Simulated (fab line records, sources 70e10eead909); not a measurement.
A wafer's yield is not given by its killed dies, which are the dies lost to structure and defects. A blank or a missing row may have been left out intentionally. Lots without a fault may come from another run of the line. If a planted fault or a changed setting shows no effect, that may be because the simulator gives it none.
A struck lot beside a sound one + flow nand_harc + 14 steps out of a route of 1302
Sound: wafers L174.1, L174.5, L174.6. Struck: wafers L189.3, L189.5, L189.6. The cause is named last.
Order at every step that has rows: each side's tool, ch and its chambers, its first start. Under that, the readings that differ: sound wafers + struck wafers + difference of the means + sigmas: that difference in standard deviations of wafers without a fault.
alike: readings whose means differ by less than 2 such deviations, and words and numbers that are the same on both sides. not compared: withheld readings, readings that some wafer has no value for, bounds like >300 that may hide the same value, and numbers for which the record gives no deviation and whose values overlap.
The two part at a step that has a row with sigmas, a row that says differs or no value, or rows on one side only. When numbers do not overlap yet have no deviation, they are printed without sigmas and do not part them. Lack of a reading on every wafer of one side parts them only where that side has two or more wafers.

first, 1 step without rows for these wafers: NHARC_A_DECK1_JOINT_SRD_15.
NHARC_A_DECK1_JOINT_DEP_16: deposits SiO2, target thk 45 nm.
  sound on pecvd-02 ch 0,2, day 13 02:17; struck on pecvd-01 ch 1,2, day 19 01:42
  alike: chamber_pressure_Torr, flow_sccm, heater_power_outer_w, heater_power_w, throttle_valve_pct
NHARC_A_DECK1_JOINT_THK_MEAS_17: measures by ellipsometry.
  sound on film_metro-01, day 13 02:31; struck on film_metro-01, day 19 01:56
  alike: thk_nm
NHARC_A_DECK1_JOINT_INSPECT_05:
  sound on defect_inspect-02, day 13 02:32; struck on defect_inspect-02, day 19 01:58
  alike: raw_defect_count
then NHARC_A_ONON_D2_DEP_00 (target thk 1000 nm), 1 step lacking rows for these wafers.
NHARC_A_ONON_D2_THK_MEAS_02: measures by ellipsometry.
  sound on film_metro-01, day 13 03:08; struck on film_metro-01, day 19 02:32
| reading     | sound          | struck      | difference | sigmas |
|-------------|----------------|-------------|------------|--------|
| thk_nm (nm) | 1005 1006 1006 | 979 978 978 | -27        | -3     |
then NHARC_A_ONON_D2_DEP_03 (target thk 1000 nm), 1 step lacking rows for these wafers.
NHARC_A_ONON_D2_THK_MEAS_05: measures by ellipsometry.
  sound on film_metro-02, day 13 03:41; struck on film_metro-02, day 19 03:08
  alike: thk_nm
then NHARC_A_ONON_D2_DEP_06 (target thk 1000 nm), 1 step lacking rows for these wafers.
NHARC_A_ONON_D2_THK_MEAS_08: measures by ellipsometry.
  sound on film_metro-02, day 13 04:16; struck on film_metro-01, day 19 03:42
  alike: thk_nm
then NHARC_A_ONON_D2_DEP_09 (target thk 1000 nm), 1 step lacking rows for these wafers.
NHARC_A_ONON_D2_THK_MEAS_11: measures by ellipsometry.
  sound on film_metro-02, day 13 04:49; struck on film_metro-02, day 19 04:16
  alike: thk_nm
NHARC_A_ONON_D2_DEP_12: target thk 1000 nm.
  sound on pecvd_onon-03 ch 0, day 13 04:53; struck on pecvd_onon-01, day 19 04:26
  no value came back on the struck wafers for n2_flow_sccm (sccm), n2o_flow_sccm (sccm), nh3_flow_sccm (sccm); on the sound wafers n2_flow_sccm (sccm) reads 2744 2755 2748
-- record jumps: 12 days between struck wafers' starts before vs after; left off in module A_ONON_D2, resumes in module END, first step shown is number 1302 of the route --
NHARC_END_SORT_01:
  here the record holds rows for the struck wafers (prober-01 ch 0, day 31 08:11) but none for the sound ones

WHERE THEY PART
At NHARC_A_ONON_D2_THK_MEAS_02 first; at NHARC_END_SORT_01 last (within this record only).

WHY: whatever the simulator had introduced
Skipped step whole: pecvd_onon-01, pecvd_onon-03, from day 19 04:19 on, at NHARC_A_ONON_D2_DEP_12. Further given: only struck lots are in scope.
